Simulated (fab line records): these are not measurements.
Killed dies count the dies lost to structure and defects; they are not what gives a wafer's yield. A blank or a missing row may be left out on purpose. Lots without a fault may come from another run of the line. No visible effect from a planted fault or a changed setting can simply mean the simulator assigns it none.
Chamber matching + flow nand harc + NHARC_A_BONDPAD_ETCH_12 on rie diel-01: 4 sister chambers
The step etches the open film in CHF3/O2, target depth 220 nm, time 110 s. 4 wafers are shown with their chamber, then 9 later ones without.

## WAFERS PAIRED WITH THEIR CHAMBERS
| wafer  | chamber | rf vpp V (V) |
|--------|---------|--------------|
| L196.6 | 1       | 367.4        |
| L201.6 | 0       | 368.1        |
| L202.5 | 2       | 368.6        |
| L202.6 | 3       | 371.9        |

## WAFERS WITH NO CHAMBER GIVEN
| wafer  | rf vpp V (V) |
|--------|--------------|
| L203.1 | 372.4        |
| L203.3 | 366.5        |
| L203.6 | 373.5        |
| L208.3 | 374.0        |
| L208.4 | 366.7        |
| L208.5 | 367.2        |
| L207.2 | 374.0        |
| L211.4 | 364.7        |
| L210.6 | 367.6        |

## WHICH CHAMBER EACH WENT THROUGH
| wafer  | from the rows above          | in truth |
|--------|------------------------------|----------|
| L203.1 | 3                            | 3        |
| L203.3 | can't be placed: 1 or 0 or 2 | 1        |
| L203.6 | 3                            | 3        |
| L208.3 | 3                            | 3        |
| L208.4 | can't be placed: 1 or 0 or 2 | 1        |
| L208.5 | can't be placed: 1 or 0 or 2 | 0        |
| L207.2 | 3                            | 3        |
| L211.4 | can't be placed: 1 or 0 or 2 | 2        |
| L210.6 | can't be placed: 1 or 0 or 2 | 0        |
Correctly placed: 4 of 9. From these rows, 5 cannot be placed; in 5 the true chamber is one of the candidates. Wrongly placed: 0.
How it was worked out, from the rows above alone: a wafer's distance from a chamber is the root of the sum, over the readings, of the square of ((its reading less the chamber's mean) divided by the reading's scatter). If the next closest chamber is less than 2 further off than the closest, the wafer can't be placed; otherwise it belongs to the closest. For every chamber, the mean is computed from those of its wafers that are shown. The scatter: root of mean squared gap, hidden wafer to nearest shown wafer, with one shown wafer a chamber.
